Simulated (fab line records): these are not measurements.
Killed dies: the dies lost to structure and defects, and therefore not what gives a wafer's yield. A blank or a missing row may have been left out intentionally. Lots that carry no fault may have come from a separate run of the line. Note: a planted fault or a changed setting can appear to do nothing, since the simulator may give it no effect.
Chamber matching ; flow nand_harc ; NHARC_A_CONTACT_DEP_85 on pecvd-04: 3 sister chambers
The step deposits SiON, target thk 50 nm. 36 wafers are shown with their chamber, then 12 later ones without.

== WAFERS PAIRED WITH THEIR CHAMBERS ==
wafer;chamber;heater_power_w (W);chamber_pressure_Torr (Torr)
L076.2;0;627;3.497
L076.3;2;590;3.511
L076.4;0;610;3.501
L074.1;2;547;3.509
L074.3;1;895;3.503
L074.5;0;603;3.493
L078.4;1;894;3.507
L078.5;0;659;3.496
L078.6;2;546;3.513
L079.1;2;593;3.502
L079.2;0;639;3.496
L079.3;1;934;3.492
L081.1;2;622;3.503
L081.3;1;850;3.498
L081.4;2;605;3.505
L080.1;2;631;3.501
L080.4;0;588;3.504
L080.5;2;645;3.486
L083.3;2;596;3.485
L083.4;2;599;3.495
L083.6;0;594;3.500
L082.3;0;687;3.499
L082.4;0;533;3.510
L082.6;2;625;3.498
L084.1;1;888;3.506
L084.5;0;649;3.492
L084.6;1;902;3.504
L087.3;2;644;3.493
L087.4;0;667;3.499
L087.5;2;635;3.487
L088.2;2;636;3.491
L088.4;1;873;3.496
L088.6;0;571;3.494
L086.1;0;663;3.500
L086.4;0;671;3.503
L086.6;1;797;3.499

SIGNATURES (means of the wafers above)
reading;chamber 0;chamber 1;chamber 2;scatter within a chamber
heater_power_w;625.79;879.12;608.14;39.2
chamber_pressure_Torr;3.49886;3.50062;3.49850;0.007
Rule: a wafer lies at a distance from a chamber equal to the root of the sum of squares, over the readings, of (its reading less the chamber's mean, divided by the reading's scatter). If the next closest chamber is less than 2 further off than the closest, the wafer can't be placed; otherwise it belongs to the closest. How the scatter is found: for the shown wafers, subtract from each reading the mean of its chamber, square and add these, divide the total by (wafers less chambers), then take the root.

== WAFERS WHOSE CHAMBER IS MISSING ==
wafer;heater_power_w (W);chamber_pressure_Torr (Torr)
L085.2;943;3.496
L085.4;598;3.501
L085.6;961;3.498
L089.1;584;3.495
L089.2;963;3.509
L089.4;600;3.478
L095.1;652;3.506
L095.2;627;3.493
L095.3;865;3.494
L097.3;859;3.507
L097.4;537;3.490
L097.6;562;3.499

== THE CHAMBER EACH PASSED THROUGH ==
wafer;from the rows above;in truth
L085.2;1;1
L085.4;can't be placed: 2 or 0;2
L085.6;1;1
L089.1;can't be placed: 2 or 0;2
L089.2;1;1
L089.4;can't be placed: 2 or 0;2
L095.1;can't be placed: 0 or 2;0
L095.2;can't be placed: 0 or 2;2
L095.3;1;1
L097.3;1;1
L097.4;can't be placed: 2 or 0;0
L097.6;can't be placed: 2 or 0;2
Correctly placed: 5 of 12. Unplaceable from these rows: 7, with the true chamber sitting among the candidates in 7. 0 placed wrongly.
